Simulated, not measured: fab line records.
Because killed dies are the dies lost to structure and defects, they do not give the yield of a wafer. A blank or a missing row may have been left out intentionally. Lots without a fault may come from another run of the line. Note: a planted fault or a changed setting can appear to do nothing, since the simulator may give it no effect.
Struck lot and sound lot, side by side :: flow n5-finfet :: 37 steps out of a route of 1938
Sound: the wafers L706.2, L706.3, L706.4. Wafers L718.2, L718.3, L718.4 were the ones struck. At the end, the cause is stated.
At each step with rows: each side's tool, then ch and its chambers, then its first start. Under that, the readings that differ: sound wafers :: struck wafers :: difference of the means :: sigmas: that difference in standard deviations of wafers without a fault.
alike: a reading whose means differ by less than 2 such deviations, as well as words and numbers matching on both sides. not compared: withheld readings; readings where some wafer has no value; bounds like >300 that might hide an equal value; numbers whose values overlap and for which the record gives no deviation.
A row with sigmas, a row that says differs or no value, or rows on one side alone: a step with any of these is where the two part. Numbers that have no deviation but don't overlap get no sigmas and don't part them. A reading missing from all wafers of one side parts the sides only when that side holds two or more wafers.

first, 9 steps without rows for these wafers: N5_BEOL_M4_ANNEAL_95 (time 240 s); N5_BEOL_M4_SPUTTER_96 (material Cu, target thk 4.5 nm, time 8.29 s); N5_BEOL_M4_ECD_50 (material Cu, target thk 300 nm); N5_BEOL_M4_ANNEAL_51 (time 90 s); N5_BEOL_M4_CMP_52 (polishes, stops on SiOC, t overpolish 6.8 s, target thk 40 nm); N5_BEOL_M4_PRE_CLEAN_60 (time 15 s); N5_BEOL_M4_CO_CAP_55 (material Co, precursor CCTBA/H2, target thk 2 nm, time 102.1 s); N5_BEOL_M4_PRE_CLEAN_56 (time 15 s); N5_BEOL_M4_DEP_57 (deposits SiCN from 3MS/NH3, target thk 8 nm, time 14 s).
N5_BEOL_M4_RC_MEAS_101:
  sound on prober-02 ch 0, day 10 05:02; struck on prober-02 ch 0, day 13 12:47
  alike: DIBL_N, DIBL_P, IOFF_N, IOFF_P, ION_N, ION_P, SS_N, SS_P, VT_N, VT_P
then, 24 steps without rows for these wafers: N5_BEOL_M5_ILD_DEP_00 (deposits SiCOH lowk from DEMS/porogen, target thk 140.64 nm, time 25.9 s); N5_BEOL_M5_CURE_79 (cures SiCOH lowk, time 240 s); N5_BEOL_M5_PECVD_70 (deposits SiO2 from TEOS/O2, target thk 16 nm, time 18 s); N5_BEOL_M5_HM_DEP_02 (deposits TiN, target thk 20 nm); N5_BEOL_M5_COAT_59 (time 60 s, resist thk 60 nm); N5_BEOL_M5_COAT_60 (time 60 s, resist thk 12 nm); N5_BEOL_M5_COAT_71 (time 60 s, resist thk 5 nm); N5_BEOL_M5_COAT_05 (resist thk 30 nm); N5_BEOL_M5_EBR_07; N5_BEOL_M5_SOFTBAKE_06 (time 60 s); N5_BEOL_M5_EXPOSE_08 (exposes mask M5, target cd 28 nm); N5_BEOL_M5_PEB_09 (peb time 60 s); N5_BEOL_M5_DEVELOP_10 (develop time 30 s); N5_BEOL_M5_DESCUM_16 (chemistry O2, time 7 s); N5_BEOL_M5_ETCH_72 (etches underlayer in N2/H2, target depth 6.5 nm, time 5.2 s); N5_BEOL_M5_ETCH_61 (etches SiARC in CF4, target depth 15.6 nm, time 26 s); N5_BEOL_M5_ETCH_62 (etches SOC in N2/H2, target depth 75 nm, overetch 15 nm, time 112.5 s); N5_BEOL_M5_STRIP_63 (strips in N2/H2); N5_BEOL_M5_STRIP_73 (strips in N2/H2); N5_BEOL_M5_STRIP_64 (strips in CF4); N5_BEOL_M5_HM_OPEN_17 (chemistry Cl2/BCl3, target TiN, target depth 20 nm, overetch 6 nm); N5_BEOL_M5_STRIP_19 (strips in O2); N5_BEOL_M5_COAT_65 (time 60 s, resist thk 60 nm); N5_BEOL_M5_COAT_66 (time 60 s, resist thk 12 nm).
N5_BEOL_M9_CVD_78: deposits Co from CCTBA/H2, target thk 2 nm, time 138.9 s.
  sound on cvd-co-02 ch 0,1,2, day 11 23:25; struck on cvd-co-02 ch 0,2, day 15 11:07
  no value came back on the struck wafers for chamber-pressure-Torr (Torr), run-length-s (s); on the sound wafers chamber-pressure-Torr (Torr) reads 30.00 30.03 30.04
N5_BEOL_M9_CMP_52: polishes, stops on SiCOH lowk, t overpolish 7 s, target thk 140 nm.
  sound on cmp-03 ch 1,2,3, day 12 00:23; struck on cmp-01 ch 0,2,3, day 15 11:52
reading: barrier-field-endpoint-s (s)
sound: 29.1 29.5 29.6
struck: 26.5 27.6 26.1
difference: -2.7
sigmas: -4
  alike: motor-current-A
-- the record jumps here: 2 days lie between the struck wafers' starts before and after (it left off in module BEOL_M9 and takes up again in module PASSIVATION, whose first step shown is number 1936 of the route) --
N5_PASSIVATION_PROBE_49:
  struck on prober-01, day 17 13:59; sound on prober-02, day 14 11:40
reading: defect-limited-yield (%)
sound: 86.9 91.3 89.2
struck: 18.4 18.2 18.5
difference: -70.8
sigmas: -44

reading: killed_at_M4_up
sound: 23 21 5
struck: 876 888 848
difference: +854
sigmas: +99 or more

reading: killed-dies
sound: 155 103 127
struck: 963 965 962
difference: +835
sigmas: +44

reading: killed-on-rim
sound: 10 8 21
struck: 87 88 147
difference: +94
sigmas: +24

reading: sort_bin_5_function (%)
sound: 7.2 6.3 6.5
struck: 68.2 67.4 66.9
difference: +60.8
sigmas: +61

reading: sort_bin_6_memory (%)
sound: 5.0 2.0 3.1
struck: 13.1 14.2 13.4
difference: +10.2
sigmas: +15

reading: sort-n-pass
sound: 1025 1077 1053
struck: 217 215 218
difference: -835
sigmas: -44

reading: sort-yield-pct (%)
sound: 86.9 91.3 89.2
struck: 18.4 18.2 18.5
difference: -70.8
sigmas: -44
  alike: killed_at_M0_to_M3, killed-at-contacts, killed-at-front-end, killed-at-other, killed-open, killed-short

== WHERE THEY PART ==
At N5_BEOL_M9_CVD_78 first; at N5_PASSIVATION_PROBE_49 last (within this record only).

WHY: what the simulator had put in
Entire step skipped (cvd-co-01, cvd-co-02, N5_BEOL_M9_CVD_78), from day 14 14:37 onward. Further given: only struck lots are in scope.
